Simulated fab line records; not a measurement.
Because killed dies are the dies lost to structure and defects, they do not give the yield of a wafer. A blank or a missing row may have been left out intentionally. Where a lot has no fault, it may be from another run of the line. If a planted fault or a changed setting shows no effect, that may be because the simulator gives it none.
The tool behind it: which one? / flow n5_finfet / 37 wafers from 14 lots sampled at 6 of the route's 1938 steps

## WHAT THE GAUGES READ, wafer by wafer
N5_BEOL_M13_THK_MEAS_50: measures by xrf. Usual: M13_THK 434 nm, standard deviation 10.
lot=L437; measured=day 10 13:26; on=film_metro-02; M13_THK (nm)=440 443; flag=
lot=L436; measured=day 10 19:37; on=film_metro-01; M13_THK (nm)=444 437; flag=
lot=L441; measured=day 11 18:48; on=film_metro-02; M13_THK (nm)=417 422 438; flag=
lot=L440; measured=day 11 23:20; on=film_metro-01; M13_THK (nm)=414 426 416; flag=
lot=L443; measured=day 12 06:29; on=film_metro-02; M13_THK (nm)=435 442 437; flag=
lot=L444; measured=day 12 18:07; on=film_metro-01; M13_THK (nm)=433 434 444; flag=
lot=L445; measured=day 12 23:54; on=film_metro-01; M13_THK (nm)=446 445 437; flag=
lot=L446; measured=day 13 12:56; on=film_metro-02; M13_THK (nm)=432 439 434; flag=
lot=L453; measured=day 15 02:35; on=film_metro-01; M13_THK (nm)=409 444 426; flag=
lot=L455; measured=day 15 10:38; on=film_metro-01; M13_THK (nm)=448 412; flag=
lot=L456; measured=day 15 13:30; on=film_metro-01; M13_THK (nm)=444 442 436; flag=
lot=L454; measured=day 15 14:01; on=film_metro-02; M13_THK (nm)=432 435 445; flag=
lot=L457; measured=day 16 10:51; on=film_metro-01; M13_THK (nm)=444 438; flag=
lot=L458; measured=day 16 14:50; on=film_metro-01; M13_THK (nm)=418 446; flag=

N5_BEOL_M13_INSPECT_55: inspects for defects (darkfield). Usual: raw_defect_count reads 76 (standard deviation 22).
lot=L437; measured=day 10 13:35; on=defect_inspect-02; raw_defect_count=56 44; flag=
lot=L436; measured=day 10 19:47; on=defect_inspect-01; raw_defect_count=63 63; flag=
lot=L441; measured=day 11 18:58; on=defect_inspect-02; raw_defect_count=95 138 76; flag=
lot=L440; measured=day 11 23:31; on=defect_inspect-02; raw_defect_count=79 72 59; flag=
lot=L443; measured=day 12 06:38; on=defect_inspect-02; raw_defect_count=139 112 110; flag=
lot=L444; measured=day 12 18:18; on=defect_inspect-02; raw_defect_count=76 58 64; flag=
lot=L445; measured=day 13 00:03; on=defect_inspect-01; raw_defect_count=75 97 64; flag=
lot=L446; measured=day 13 13:05; on=defect_inspect-01; raw_defect_count=100 75 106; flag=
lot=L453; measured=day 15 02:44; on=defect_inspect-02; raw_defect_count=84 80 95; flag=
lot=L455; measured=day 15 10:48; on=defect_inspect-02; raw_defect_count=54 56; flag=
lot=L456; measured=day 15 13:40; on=defect_inspect-01; raw_defect_count=114 86 100; flag=
lot=L454; measured=day 15 14:10; on=defect_inspect-02; raw_defect_count=69 80 78; flag=
lot=L457; measured=day 16 11:00; on=defect_inspect-01; raw_defect_count=53 125; flag=
lot=L458; measured=day 16 14:59; on=defect_inspect-01; raw_defect_count=73 41; flag=

N5_BEOL_M14_OVL_MEAS_11. Usual: V13_OVL 4 nm, standard deviation 4.7.
lot=L437; measured=day 10 14:13; on=overlay-02; V13_OVL (nm)=3 3; flag=
lot=L436; measured=day 10 20:28; on=overlay-01; V13_OVL (nm)=8 4; flag=
lot=L441; measured=day 11 19:36; on=overlay-02; V13_OVL (nm)=13 5 2; flag=
lot=L440; measured=day 12 00:17; on=overlay-01; V13_OVL (nm)=6 6 12; flag=
lot=L443; measured=day 12 07:16; on=overlay-02; V13_OVL (nm)=13 8 8; flag=
lot=L444; measured=day 12 18:59; on=overlay-02; V13_OVL (nm)=8 8 4; flag=
lot=L445; measured=day 13 00:37; on=overlay-01; V13_OVL (nm)=4 0 4; flag=
lot=L446; measured=day 13 13:40; on=overlay-02; V13_OVL (nm)=14 -4 8; flag=
lot=L453; measured=day 15 03:25; on=overlay-02; V13_OVL (nm)=14 3 -2; flag=
lot=L455; measured=day 15 11:22; on=overlay-01; V13_OVL (nm)=0 0; flag=
lot=L456; measured=day 15 14:13; on=overlay-02; V13_OVL (nm)=9 6 7; flag=
lot=L454; measured=day 15 14:52; on=overlay-01; V13_OVL (nm)=10 -2 -6; flag=
lot=L457; measured=day 16 11:41; on=overlay-01; V13_OVL (nm)=8 0; flag=
lot=L458; measured=day 16 15:34; on=overlay-01; V13_OVL (nm)=6 -1; flag=

N5_BEOL_M14_CD_MEAS_17: target cd 250 nm. Usual: cd_nm reads 249 nm (standard deviation 3).
lot=L437; measured=day 10 14:43; on=cd_sem-02; cd_nm (nm)=248 245; flag=
lot=L436; measured=day 10 20:59; on=cd_sem-03; cd_nm (nm)=248 252; flag=
lot=L441; measured=day 11 20:06; on=cd_sem-03; cd_nm (nm)=243 250 248; flag=
lot=L440; measured=day 12 00:48; on=cd_sem-03; cd_nm (nm)=250 251 253; flag=
lot=L443; measured=day 12 07:46; on=cd_sem-01; cd_nm (nm)=249 256 251; flag=
lot=L444; measured=day 12 19:29; on=cd_sem-01; cd_nm (nm)=248 251 246; flag=
lot=L445; measured=day 13 01:07; on=cd_sem-03; cd_nm (nm)=- - -; flag=OFF
lot=L446; measured=day 13 14:09; on=cd_sem-01; cd_nm (nm)=- - -; flag=OFF
lot=L453; measured=day 15 03:55; on=cd_sem-01; cd_nm (nm)=252 247 246; flag=
lot=L455; measured=day 15 12:07; on=cd_sem-03; cd_nm (nm)=252 251; flag=
lot=L456; measured=day 15 14:43; on=cd_sem-01; cd_nm (nm)=244 248 245; flag=
lot=L454; measured=day 15 15:25; on=cd_sem-03; cd_nm (nm)=247 253 252; flag=
lot=L457; measured=day 16 12:12; on=cd_sem-03; cd_nm (nm)=250 246; flag=
lot=L458; measured=day 16 16:03; on=cd_sem-01; cd_nm (nm)=251 246; flag=

## EACH LOT AND THE TOOL THAT RAN IT (in order: tool; ch and the chambers of the sampled wafers; start)
lot=L437; N5_BEOL_M14_ILD_DEP_00=pecvd-04 ch 1, day 10 13:42; N5_BEOL_M14_VIA_ETCH_16=rie_diel-03 ch 0,3, day 10 14:28
lot=L436; N5_BEOL_M14_ILD_DEP_00=pecvd-04 ch 1,2, day 10 19:49; N5_BEOL_M14_VIA_ETCH_16=rie_diel-03 ch 0,3, day 10 20:37
lot=L441; N5_BEOL_M14_ILD_DEP_00=pecvd-01 ch 0,2, day 11 18:59; N5_BEOL_M14_VIA_ETCH_16=rie_diel-05 ch 0,2, day 11 19:44
lot=L440; N5_BEOL_M14_ILD_DEP_00=pecvd-01 ch 0,2, day 11 23:34; N5_BEOL_M14_VIA_ETCH_16=rie_diel-04 ch 1,2,3, day 12 00:27
lot=L443; N5_BEOL_M14_ILD_DEP_00=pecvd-04 ch 1,2, day 12 06:40; N5_BEOL_M14_VIA_ETCH_16=rie_diel-04 ch 1,2, day 12 07:25
lot=L444; N5_BEOL_M14_ILD_DEP_00=pecvd-04 ch 0,1,2, day 12 18:20; N5_BEOL_M14_VIA_ETCH_16=rie_diel-03 ch 1,2,3, day 12 19:08
lot=L445; N5_BEOL_M14_ILD_DEP_00=pecvd-01 ch 0,1, day 13 00:05; N5_BEOL_M14_VIA_ETCH_16=rie_diel-04 ch 0,2,3, day 13 00:46
lot=L446; N5_BEOL_M14_ILD_DEP_00=pecvd-04 ch 0,1,2, day 13 13:08; N5_BEOL_M14_VIA_ETCH_16=rie_diel-03 ch 1,2,3, day 13 13:48
lot=L453; N5_BEOL_M14_ILD_DEP_00=pecvd-04 ch 0,1,2, day 15 02:46; N5_BEOL_M14_VIA_ETCH_16=rie_diel-04 ch 0,1,3, day 15 03:34
lot=L455; N5_BEOL_M14_ILD_DEP_00=pecvd-01 ch 0,2, day 15 10:50; N5_BEOL_M14_VIA_ETCH_16=rie_diel-03 ch 0,1, day 15 11:46
lot=L456; N5_BEOL_M14_ILD_DEP_00=pecvd-01 ch 1,2, day 15 13:41; N5_BEOL_M14_VIA_ETCH_16=rie_diel-04 ch 0,2, day 15 14:22
lot=L454; N5_BEOL_M14_ILD_DEP_00=pecvd-02 ch 0,1, day 15 14:13; N5_BEOL_M14_VIA_ETCH_16=rie_diel-03 ch 0,2,3, day 15 15:02
lot=L457; N5_BEOL_M14_ILD_DEP_00=pecvd-01 ch 1,2, day 16 11:07; N5_BEOL_M14_VIA_ETCH_16=rie_diel-03 ch 0,1, day 16 11:56
lot=L458; N5_BEOL_M14_ILD_DEP_00=pecvd-01 ch 0,1, day 16 15:06; N5_BEOL_M14_VIA_ETCH_16=rie_diel-05 ch 1,2, day 16 15:47
- N5_BEOL_M14_ILD_DEP_00: deposits SiO2 from TEOS/O2, target thk 1119.3 nm, time 237.4 s.
- N5_BEOL_M14_VIA_ETCH_16: etches SiO2 in C4F8/O2/Ar, target depth 1231.3 nm.

## WHAT THE TOOLS THEMSELVES READ (means of the sampled wafers that have a number; where no wafer has one, the mark that the record gives instead)
N5_BEOL_M14_ILD_DEP_00. Usual: chamber_pressure_Torr 6.501 Torr, standard deviation 0.015; heater_power_outer_w 315 W, standard deviation 59; heater_power_w 568 W, standard deviation 78; showerhead_plenum_p_Torr 8.36 Torr, standard deviation 0.031; throttle_valve_pct 19.0 %, standard deviation 0.92.
lot=L437; tool=pecvd-04; chamber_pressure_Torr (Torr)=6.497; heater_power_outer_w (W)=227; heater_power_w (W)=528; showerhead_plenum_p_Torr (Torr)=8.36; throttle_valve_pct (%)=19.2; flag=
lot=L436; tool=pecvd-04; chamber_pressure_Torr (Torr)=6.496; heater_power_outer_w (W)=291; heater_power_w (W)=556; showerhead_plenum_p_Torr (Torr)=8.37; throttle_valve_pct (%)=18.4; flag=
lot=L441; tool=pecvd-01; chamber_pressure_Torr (Torr)=6.512; heater_power_outer_w (W)=330; heater_power_w (W)=545; showerhead_plenum_p_Torr (Torr)=8.36; throttle_valve_pct (%)=18.2; flag=
lot=L440; tool=pecvd-01; chamber_pressure_Torr (Torr)=6.486; heater_power_outer_w (W)=353; heater_power_w (W)=601; showerhead_plenum_p_Torr (Torr)=8.36; throttle_valve_pct (%)=18.8; flag=
lot=L443; tool=pecvd-04; chamber_pressure_Torr (Torr)=6.503; heater_power_outer_w (W)=266; heater_power_w (W)=499; showerhead_plenum_p_Torr (Torr)=8.39; throttle_valve_pct (%)=18.3; flag=
lot=L444; tool=pecvd-04; chamber_pressure_Torr (Torr)=6.511; heater_power_outer_w (W)=300; heater_power_w (W)=575; showerhead_plenum_p_Torr (Torr)=8.37; throttle_valve_pct (%)=19.1; flag=
lot=L445; tool=pecvd-01; chamber_pressure_Torr (Torr)=-; heater_power_outer_w (W)=-; heater_power_w (W)=-; showerhead_plenum_p_Torr (Torr)=-; throttle_valve_pct (%)=-; flag=OFF
lot=L446; tool=pecvd-04; chamber_pressure_Torr (Torr)=-; heater_power_outer_w (W)=-; heater_power_w (W)=-; showerhead_plenum_p_Torr (Torr)=-; throttle_valve_pct (%)=-; flag=OFF
lot=L453; tool=pecvd-04; chamber_pressure_Torr (Torr)=6.513; heater_power_outer_w (W)=319; heater_power_w (W)=598; showerhead_plenum_p_Torr (Torr)=8.38; throttle_valve_pct (%)=19.0; flag=
lot=L455; tool=pecvd-01; chamber_pressure_Torr (Torr)=6.490; heater_power_outer_w (W)=339; heater_power_w (W)=563; showerhead_plenum_p_Torr (Torr)=8.37; throttle_valve_pct (%)=18.6; flag=
lot=L456; tool=pecvd-01; chamber_pressure_Torr (Torr)=6.499; heater_power_outer_w (W)=300; heater_power_w (W)=502; showerhead_plenum_p_Torr (Torr)=8.37; throttle_valve_pct (%)=19.4; flag=
lot=L454; tool=pecvd-02; chamber_pressure_Torr (Torr)=6.501; heater_power_outer_w (W)=317; heater_power_w (W)=529; showerhead_plenum_p_Torr (Torr)=8.35; throttle_valve_pct (%)=19.8; flag=
lot=L457; tool=pecvd-01; chamber_pressure_Torr (Torr)=6.508; heater_power_outer_w (W)=301; heater_power_w (W)=510; showerhead_plenum_p_Torr (Torr)=8.38; throttle_valve_pct (%)=18.9; flag=
lot=L458; tool=pecvd-01; chamber_pressure_Torr (Torr)=6.514; heater_power_outer_w (W)=289; heater_power_w (W)=514; showerhead_plenum_p_Torr (Torr)=8.37; throttle_valve_pct (%)=20.0; flag=

N5_BEOL_M14_VIA_ETCH_16. Usual: drypump_motor_current_A is 5.6 A with standard deviation 0.47, he_inner_torr is 15.00 Torr with standard deviation 0.03, he_outer_torr is 29.99 Torr with standard deviation 0.062, oes_product_au is 0.75 a.u. with standard deviation 0.064, rf_vpp_V is 2229 V with standard deviation 53, showerhead_plenum_p_Torr is 3.42 Torr with standard deviation 0.069, and throttle_valve_pct is 30.94 % with standard deviation 0.25.
lot=L437; tool=rie_diel-03; drypump_motor_current_A (A)=5.7; he_inner_torr (Torr)=14.98; he_outer_torr (Torr)=29.89; oes_product_au (a.u.)=0.82; rf_vpp_V (V)=2198; showerhead_plenum_p_Torr (Torr)=3.45; throttle_valve_pct (%)=30.95; flag=
lot=L436; tool=rie_diel-03; drypump_motor_current_A (A)=5.6; he_inner_torr (Torr)=14.96; he_outer_torr (Torr)=29.95; oes_product_au (a.u.)=0.81; rf_vpp_V (V)=2199; showerhead_plenum_p_Torr (Torr)=3.45; throttle_valve_pct (%)=30.95; flag=
lot=L441; tool=rie_diel-05; drypump_motor_current_A (A)=5.5; he_inner_torr (Torr)=14.98; he_outer_torr (Torr)=30.02; oes_product_au (a.u.)=0.64; rf_vpp_V (V)=2184; showerhead_plenum_p_Torr (Torr)=3.37; throttle_valve_pct (%)=30.83; flag=
lot=L440; tool=rie_diel-04; drypump_motor_current_A (A)=5.7; he_inner_torr (Torr)=14.98; he_outer_torr (Torr)=30.01; oes_product_au (a.u.)=0.80; rf_vpp_V (V)=2242; showerhead_plenum_p_Torr (Torr)=3.39; throttle_valve_pct (%)=30.95; flag=
lot=L443; tool=rie_diel-04; drypump_motor_current_A (A)=5.3; he_inner_torr (Torr)=14.98; he_outer_torr (Torr)=29.98; oes_product_au (a.u.)=0.74; rf_vpp_V (V)=2235; showerhead_plenum_p_Torr (Torr)=3.35; throttle_valve_pct (%)=31.16; flag=
lot=L444; tool=rie_diel-03; drypump_motor_current_A (A)=5.7; he_inner_torr (Torr)=14.99; he_outer_torr (Torr)=29.97; oes_product_au (a.u.)=0.78; rf_vpp_V (V)=2270; showerhead_plenum_p_Torr (Torr)=3.47; throttle_valve_pct (%)=30.84; flag=
lot=L445; tool=rie_diel-04; drypump_motor_current_A (A)=5.5; he_inner_torr (Torr)=14.97; he_outer_torr (Torr)=30.04; oes_product_au (a.u.)=0.32; rf_vpp_V (V)=2242; showerhead_plenum_p_Torr (Torr)=3.43; throttle_valve_pct (%)=30.13; flag=OFF
lot=L446; tool=rie_diel-03; drypump_motor_current_A (A)=5.8; he_inner_torr (Torr)=15.01; he_outer_torr (Torr)=29.96; oes_product_au (a.u.)=0.32; rf_vpp_V (V)=2270; showerhead_plenum_p_Torr (Torr)=3.47; throttle_valve_pct (%)=30.14; flag=OFF
lot=L453; tool=rie_diel-04; drypump_motor_current_A (A)=5.5; he_inner_torr (Torr)=15.01; he_outer_torr (Torr)=30.00; oes_product_au (a.u.)=0.74; rf_vpp_V (V)=2259; showerhead_plenum_p_Torr (Torr)=3.43; throttle_valve_pct (%)=30.98; flag=
lot=L455; tool=rie_diel-03; drypump_motor_current_A (A)=6.0; he_inner_torr (Torr)=15.00; he_outer_torr (Torr)=30.00; oes_product_au (a.u.)=0.73; rf_vpp_V (V)=2227; showerhead_plenum_p_Torr (Torr)=3.40; throttle_valve_pct (%)=30.86; flag=
lot=L456; tool=rie_diel-04; drypump_motor_current_A (A)=5.0; he_inner_torr (Torr)=14.98; he_outer_torr (Torr)=29.99; oes_product_au (a.u.)=0.72; rf_vpp_V (V)=2235; showerhead_plenum_p_Torr (Torr)=3.40; throttle_valve_pct (%)=30.97; flag=
lot=L454; tool=rie_diel-03; drypump_motor_current_A (A)=5.5; he_inner_torr (Torr)=14.99; he_outer_torr (Torr)=30.00; oes_product_au (a.u.)=0.78; rf_vpp_V (V)=2217; showerhead_plenum_p_Torr (Torr)=3.44; throttle_valve_pct (%)=30.85; flag=
lot=L457; tool=rie_diel-03; drypump_motor_current_A (A)=6.0; he_inner_torr (Torr)=14.99; he_outer_torr (Torr)=29.94; oes_product_au (a.u.)=0.72; rf_vpp_V (V)=2226; showerhead_plenum_p_Torr (Torr)=3.39; throttle_valve_pct (%)=30.86; flag=
lot=L458; tool=rie_diel-05; drypump_motor_current_A (A)=5.3; he_inner_torr (Torr)=15.01; he_outer_torr (Torr)=29.95; oes_product_au (a.u.)=0.69; rf_vpp_V (V)=2167; showerhead_plenum_p_Torr (Torr)=3.45; throttle_valve_pct (%)=31.20; flag=

## THE ANSWER, worked out from the rows above alone
Rule: lot off if the mean of its wafers having a number is beyond 3 standard deviations from the usual mean. Also off: a lot with no number at a reading for which 4 or more lots have one. Where the step has rows for the other lots, those lots are counted as sound. Order of review: gauges by route order, followed by the tools' own readings, for which a lot's mean as printed above is used. The first step at which some lot is off is used, and at that step the reading that is off furthest; a lot without a number counts as furthest.
Off: L445, L446 (N5_BEOL_M14_CD_MEAS_17, cd_nm). Without a number there: L445, L446.
A tool fits if, at a process step before that reading, it ran every lot that is off, and no sound lot after the first of them. The gauges at N5_BEOL_M14_CD_MEAS_17 aren't tried: what is off there is off at N5_BEOL_M14_ILD_DEP_00 too, on other tools, and a gauge's error can't cause that. Not one of the candidates tried fits.

## WHAT THE SIMULATOR HAD PUT IN
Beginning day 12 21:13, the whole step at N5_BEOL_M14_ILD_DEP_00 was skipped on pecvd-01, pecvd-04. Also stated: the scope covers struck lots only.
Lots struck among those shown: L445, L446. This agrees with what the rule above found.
